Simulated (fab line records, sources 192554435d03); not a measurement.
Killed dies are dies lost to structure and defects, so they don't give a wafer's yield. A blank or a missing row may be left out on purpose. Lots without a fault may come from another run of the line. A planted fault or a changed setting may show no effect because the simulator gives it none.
A struck lot beside a sound one | flow n5_finfet | 16 steps out of a route of 1938
Sound: wafers L486.3, L486.5, L486.6. Struck: wafer L491.4. (L491.1, L491.3 of the same lot were not struck and are left out.) The cause comes at the end.
At each step with rows: each side's tool, then ch and its chambers, then its first start. Under that, the readings that differ: sound wafers | struck wafers | difference of the means | sigmas: that difference in standard deviations of wafers without a fault.
alike: readings whose means differ by less than 2 such deviations, and words and numbers that are the same on both sides. not compared: withheld readings, readings that some wafer has no value for, bounds like >300 that may hide the same value, and numbers for which the record gives no deviation and whose values overlap.
The two part at a step that has a row with sigmas, a row that says differs or no value, or rows on one side only. Numbers that don't overlap but have no deviation are shown without sigmas and don't part them. A reading that every wafer of one side lacks parts them only if that side has two wafers or more.

N5_BEOL_M4_STRIP_36: strips in N2/H2.
  sound on rie_diel-01 ch 1,2, day 8 21:49; struck on rie_diel-05 ch 2, day 9 17:28
  alike: drypump_motor_current_A, oes_product_au, rf_vpp_V, showerhead_plenum_p_Torr, throttle_valve_pct
  not compared: rf_hours_counter_h
N5_BEOL_M4_TRENCH_ETCH_37: etches SiOC in C4F6/O2, target depth 55.555 nm, time 29.2 s.
  sound on rie_diel-01 ch 1,2; struck on rie_diel-05 ch 2
  alike: drypump_motor_current_A, oes_product_au, rf_vpp_V, showerhead_plenum_p_Torr, throttle_valve_pct
  not compared: rf_hours_counter_h
then, 2 steps without rows for these wafers: N5_BEOL_M4_ETCH_41 (etches SiCN in CH3F/O2, target depth 29.9 nm, time 52.5 s); N5_BEOL_M4_STRIP_97 (strips in N2/H2, time 10 s).
N5_BEOL_M4_OCD_MEAS_38:
  sound on ocd-02, day 8 22:01; struck on ocd-02, day 9 17:40
  alike: trench_depth_nm
then, 4 steps without rows for these wafers: N5_BEOL_M4_HM_STRIP_39 (strips TiN in peroxide tin strip, target depth 25 nm, time 158 s); N5_BEOL_M4_SRD_40 (time 30 s); N5_BEOL_M4_PRECLEAN_42 (cleans in residue remover, time 60 s); N5_BEOL_M4_SRD_43 (time 30 s).
N5_BEOL_M4_CD_MEAS_35: target cd 18 nm, target cd y 22.4 nm.
  sound on cd_sem-01, day 8 22:16; struck on cd_sem-02, day 9 17:49
  alike: cd_nm
N5_BEOL_M4_DEGAS_44: time 60 s.
  sound on pvd_sputter-02, day 8 22:32; struck on pvd_sputter-02, day 9 18:02
  alike: heater_power_w
N5_BEOL_M4_PRE_CLEAN_45: time 30 s.
  sound on pvd_sputter-02, day 8 22:35; struck on pvd_sputter-02, day 9 18:04
  alike: heater_power_w
N5_BEOL_M4_ALD_84: deposits TaN, pulse time 2 s, purge time 3 s, co reactant purge time 2 s.
  sound on ald_metal-03 ch 0,3, day 8 22:38; struck on ald_metal-02 ch 2, day 9 18:14
  reading                      | sound | struck | difference | sigmas
  co_reactant_pulse_time_s (s) | 3 3 3 | 2.4067 | -0.5933    |
  alike: heater_power_w
  not compared: since_wet_clean_h
N5_BEOL_M4_SURFACE_TREAT_85:
  sound on pvd_sputter-01, day 8 22:54; struck on pvd_sputter-01, day 9 18:31
  not compared: throttle_valve_pct
N5_BEOL_M4_RC_MEAS_101:
  sound on prober-01 ch 0, day 9 03:56; struck on prober-01 ch 0, day 9 21:52
  alike: DIBL_N, DIBL_P, IOFF_N, IOFF_P, ION_N, ION_P, SS_N, SS_P, VT_N, VT_P
then, 1 step without rows for these wafers: N5_PASSIVATION_PROBE_49.

WHERE THEY PART
Nowhere in this record.

WHY: what the simulator had put in
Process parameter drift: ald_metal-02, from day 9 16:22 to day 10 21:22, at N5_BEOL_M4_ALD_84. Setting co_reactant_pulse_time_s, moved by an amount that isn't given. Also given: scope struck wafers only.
